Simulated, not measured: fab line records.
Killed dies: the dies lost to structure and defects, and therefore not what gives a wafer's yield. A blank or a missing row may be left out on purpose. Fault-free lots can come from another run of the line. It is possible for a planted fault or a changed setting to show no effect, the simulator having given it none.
Split-lot study -- flow n5-finfet -- 39 wafers read across 7 lots, on a route 1938 steps long

## ON THE SPLIT
At N5_DUMMY_GATE_ETCH_31 (etches SiO2 in C4F6/O2, target depth 82.5 nm, time 27.5 s), the setting target-depth-a was moved away from the recipe's 825 angstrom on 12 of the 39 wafers read, by -7.3% to +10.1%. The other wafers ran this setting at the recipe's value.

The reading comes from the split's own step.

## THE READING
etch.depth-nm (the simulator's own value, which no gauge read), in nm, at N5_DUMMY_GATE_ETCH_31 (etches SiO2 in C4F6/O2, target depth 82.5 nm, time 27.5 s). No usual value for it is given in the file. The 27 wafers here that ran the recipe average 81.96 nm, standard deviation 0.76 nm.

wafer,"tool, chamber at the split","target-depth-a as run, angstrom",against the recipe,"etch.depth-nm, nm",against lot-mates on the recipe
L074.1,"rie-diel-05, 1",825,recipe,82.31,-
L074.2,"rie-diel-05, 2",778.2,-5.7%,77.92,-4.31
L074.3,"rie-diel-05, 3",825,recipe,82.16,-
L074.4,"rie-diel-05, 2",778.2,-5.7%,77.57,-4.66
L074.5,"rie-diel-05, 3",825,recipe,82.22,-
L074.6,"rie-diel-05, 1",778.2,-5.7%,78.34,-3.89
L076.1,"rie-diel-06, 2",908.2,+10.1%,88.58,+6.01
L076.2,"rie-diel-06, 1",825,recipe,83.16,-
L076.3,"rie-diel-06, 0",825,recipe,82.36,-
L076.4,"rie-diel-06, 2",908.2,+10.1%,90.01,+7.44
L076.5,"rie-diel-06, 0",825,recipe,82.19,-
L076.6,"rie-diel-06, 1",908.2,+10.1%,91.82,+9.25
L078.1,"rie-diel-03, 0",825,recipe,82.49,-
L078.2,"rie-diel-03, 1",825,recipe,81.38,-
L078.3,"rie-diel-03, 3",825,recipe,83.12,-
L078.4,"rie-diel-03, 2",825,recipe,82.21,-
L078.5,"rie-diel-03, 1",825,recipe,81.11,-
L078.6,"rie-diel-03, 2",825,recipe,82.09,-
L085.1,"rie-diel-05, 0",764.8,-7.3%,75.97,-5.43
L085.2,"rie-diel-05, 3",764.8,-7.3%,75.54,-5.86
L085.3,"rie-diel-05, 2",825,recipe,81.12,-
L085.4,"rie-diel-05, 1",825,recipe,81.94,-
L085.5,"rie-diel-05, 3",764.8,-7.3%,75.02,-6.38
L085.6,"rie-diel-05, 2",825,recipe,81.13,-
L091.1,"rie-diel-05, 1",825,recipe,82.29,-
L091.2,"rie-diel-05, 0",825,recipe,82.03,-
L091.3,"rie-diel-05, 2",825,recipe,81.61,-
L091.4,"rie-diel-05, 3",825,recipe,81.63,-
L091.5,"rie-diel-05, 0",825,recipe,81.95,-
L091.6,"rie-diel-05, 1",825,recipe,83,-
L094.1,"rie-diel-03, 1",825,recipe,80.07,-
L094.2,"rie-diel-03, 0",867,+5.1%,85.92,+4.93
L094.3,"rie-diel-03, 3",867,+5.1%,86.19,+5.20
L094.4,"rie-diel-03, 3",825,recipe,82.25,-
L094.5,"rie-diel-03, 1",867,+5.1%,84.18,+3.19
L094.6,"rie-diel-03, 0",825,recipe,80.66,-
L096.2,"rie-diel-03, 3",825,recipe,82.72,-
L096.3,"rie-diel-03, 1",825,recipe,80.83,-
L096.5,"rie-diel-03, 3",825,recipe,82.93,-

THE FIT
A straight line over all 39 wafers: etch.depth-nm changes by +0.798 nm for each +1% of target-depth-a; r = +0.97; the points scatter about the line by 0.85 nm.
The same after taking each lot's own level away (the mean of its wafers on the recipe; 39 wafers): +0.78 nm for each +1%; r = +0.98; scatter 0.73 nm.
The reading moves by 7.9 nm for the largest change in target-depth-a, on that fit.
Measured against the standard deviation above, the lots' own levels, which go from 80.993 to 82.570 nm, span 2.1 times it.
The two slopes agree, so the slope changes little with the lot-to-lot level.
Check: with one of the wafers moved furthest among these (+10.1%) left out of the fit, the line predicts +8.28 nm for it against its lot-mates. It came out at +6.01 nm against them.

## THESE WAFERS: OTHER SPLITS
Note: prior to the reading, these wafers also went through further splits. Each is held against what the fit with the lots' levels taken away leaves over:
other split on the same wafers,wafers away from the commonest value,r with etch.depth-nm (lot level and that fit taken away)
N5_PMOS_HMC_CHANNEL_EPI_EPI_20 pressure-torr,18,-0.07
N5_FIN_CUT_CUT_ETCH_26 target-depth-a,15,+0.15

## FILE'S OWN FIT
etch.depth-nm changes by +0.78 nm for each +1% of target-depth-a, r = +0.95.
